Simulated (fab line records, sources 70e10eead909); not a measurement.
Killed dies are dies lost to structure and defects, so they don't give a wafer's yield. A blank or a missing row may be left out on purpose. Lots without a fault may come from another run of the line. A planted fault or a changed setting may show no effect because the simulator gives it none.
Chamber matching | flow nand_harc | NHARC_A_WL_FILL_CMP_12 on cmp-04: 4 sister chambers
The step polishes, t overpolish 30 s, target thk 100 nm. 4 wafers are shown with their chamber, then 7 later ones without.

WAFERS WITH THEIR CHAMBER
wafer  | chamber | motor_current_A (A)
L077.2 | 1       | 15.6
L080.6 | 2       | 12.1
L088.1 | 0       | 10.1
L088.4 | 3       | 12.4

WAFERS WITHOUT THEIR CHAMBER
wafer  | motor_current_A (A)
L088.5 | 12.0
L093.1 | 12.1
L093.2 | 15.5
L093.4 | 12.3
L094.2 | 16.3
L094.4 | 13.0
L094.5 | 15.8

WHICH CHAMBER EACH WENT THROUGH
wafer  | from the rows above     | in truth
L088.5 | can't be placed: 2 or 3 | 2
L093.1 | can't be placed: 2 or 3 | 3
L093.2 | 1                       | 1
L093.4 | can't be placed: 3 or 2 | 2
L094.2 | 1                       | 1
L094.4 | can't be placed: 3 or 2 | 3
L094.5 | 1                       | 1
Placed correctly: 3 of 7. Can't be placed from these rows: 4 (the true chamber is among the candidates in 4). Placed wrongly: 0.
How it was worked out, from the rows above alone: a wafer's distance from a chamber is the root of the sum, over the readings, of the square of ((its reading less the chamber's mean) divided by the reading's scatter). The wafer belongs to the nearest chamber; if the next one is less than 2 further off, it can't be placed. A chamber's mean is the mean of its shown wafers. The scatter: with one shown wafer a chamber, the root of the mean of the squares of how far each hidden wafer lies from its nearest shown one.
